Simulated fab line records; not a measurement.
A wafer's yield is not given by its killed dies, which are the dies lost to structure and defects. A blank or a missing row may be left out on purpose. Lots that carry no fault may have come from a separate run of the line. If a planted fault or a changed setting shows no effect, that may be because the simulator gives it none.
Chamber matching + flow nand-harc + NHARC_P_CONTACT_CMP_24 on cmp-04: 4 sister chambers
The step polishes, t overpolish 30 s, target thk 200 nm. 24 wafers are shown with their chamber, then 12 later ones without.

## WAFERS PAIRED WITH THEIR CHAMBERS
| wafer  | chamber | motor-current-A (A) | time-to-endpoint-s (s) | overpolish-run-s (s) |
|--------|---------|---------------------|------------------------|----------------------|
| L075.1 | 0       | 12.0                | 36.1                   | 29.994               |
| L075.2 | 1       | 11.0                | 35.0                   | 29.987               |
| L075.4 | 2       | 11.2                | 36.3                   | 30.013               |
| L077.1 | 0       | 12.0                | 35.1                   | 30.001               |
| L077.2 | 1       | 11.4                | 37.8                   | 29.995               |
| L077.5 | 2       | 10.1                | 36.4                   | 30.000               |
| L078.1 | 2       | 11.2                | 39.3                   | 29.998               |
| L078.3 | 1       | 11.2                | 39.5                   | 29.996               |
| L078.5 | 3       | 10.1                | 39.8                   | 29.995               |
| L079.1 | 3       | 10.4                | 42.1                   | 30.007               |
| L079.3 | 2       | 10.5                | 37.4                   | 30.001               |
| L079.5 | 1       | 10.9                | 39.0                   | 30.001               |
| L080.2 | 0       | 12.0                | 40.1                   | 29.980               |
| L080.5 | 2       | 10.7                | 41.9                   | 30.011               |
| L080.6 | 3       | 10.4                | 39.6                   | 29.994               |
| L083.3 | 1       | 10.9                | 39.9                   | 30.011               |
| L083.4 | 0       | 11.4                | 36.9                   | 29.997               |
| L083.6 | 3       | 10.5                | 38.6                   | 30.004               |
| L084.2 | 3       | 10.4                | 40.3                   | 30.022               |
| L084.4 | 1       | 11.5                | 40.7                   | 29.994               |
| L084.6 | 0       | 11.8                | 36.5                   | 30.022               |
| L089.1 | 1       | 10.9                | 37.4                   | 29.995               |
| L089.3 | 2       | 11.3                | 36.8                   | 30.005               |
| L089.4 | 0       | 11.5                | 39.0                   | 29.996               |

SIGNATURES, as means of the wafers listed above
| reading            | chamber 0 | chamber 1 | chamber 2 | chamber 3 | scatter within a chamber |
|--------------------|-----------|-----------|-----------|-----------|--------------------------|
| motor-current-A    | 11.783    | 11.114    | 10.833    | 10.360    | 0.316                    |
| time-to-endpoint-s | 37.283    | 38.471    | 38.017    | 40.080    | 1.88                     |
| overpolish-run-s   | 29.99833  | 29.99700  | 30.00467  | 30.00440  | 0.0099                   |
Rule: for a wafer and a chamber, the distance is found by dividing, reading by reading, the gap between the wafer's reading and the chamber's mean by the reading's scatter, squaring, summing and taking the root. The wafer belongs to the nearest chamber; if the next one is less than 2 further off, it can't be placed. The scatter: the root of (the sum of the squares of (reading less its chamber's mean) over the shown wafers, divided by (wafers less chambers)).

## WAFERS WHOSE CHAMBER IS MISSING
| wafer  | motor-current-A (A) | time-to-endpoint-s (s) | overpolish-run-s (s) |
|--------|---------------------|------------------------|----------------------|
| L093.1 | 11.2                | 37.0                   | 29.989               |
| L093.3 | 10.7                | 39.8                   | 29.992               |
| L093.5 | 11.5                | 37.7                   | 30.002               |
| L095.1 | 12.1                | 40.8                   | 30.024               |
| L095.2 | 10.9                | 43.4                   | 30.015               |
| L095.3 | 10.3                | 44.6                   | 29.992               |
| L094.2 | 10.8                | 38.8                   | 30.002               |
| L094.5 | 10.6                | 45.9                   | 30.000               |
| L094.6 | 10.3                | 41.3                   | 30.018               |
| L097.2 | 10.5                | 43.3                   | 29.989               |
| L097.3 | 10.7                | 43.1                   | 29.991               |
| L097.6 | 11.2                | 39.5                   | 30.013               |

## WHICH CHAMBER EACH WENT THROUGH
| wafer  | from the rows above               | in truth |
|--------|-----------------------------------|----------|
| L093.1 | can't be placed: 1 or 2 or 0      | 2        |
| L093.3 | can't be placed: 1 or 2 or 3      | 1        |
| L093.5 | can't be placed: 0 or 1 or 2      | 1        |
| L095.1 | can't be placed: 0 or 1 or 2      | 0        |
| L095.2 | can't be placed: 3 or 2 or 1 or 0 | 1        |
| L095.3 | can't be placed: 3 or 2 or 1      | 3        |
| L094.2 | can't be placed: 2 or 1 or 3      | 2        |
| L094.5 | can't be placed: 3 or 1 or 2      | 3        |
| L094.6 | can't be placed: 3 or 2           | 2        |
| L097.2 | can't be placed: 3 or 1 or 2      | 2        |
| L097.3 | can't be placed: 3 or 1 or 2      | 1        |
| L097.6 | can't be placed: 2 or 1 or 0 or 3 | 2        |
Correct placement for 0 of the 12. Unplaceable from these rows: 12, with the true chamber sitting among the candidates in 12. Placed wrongly: 0.
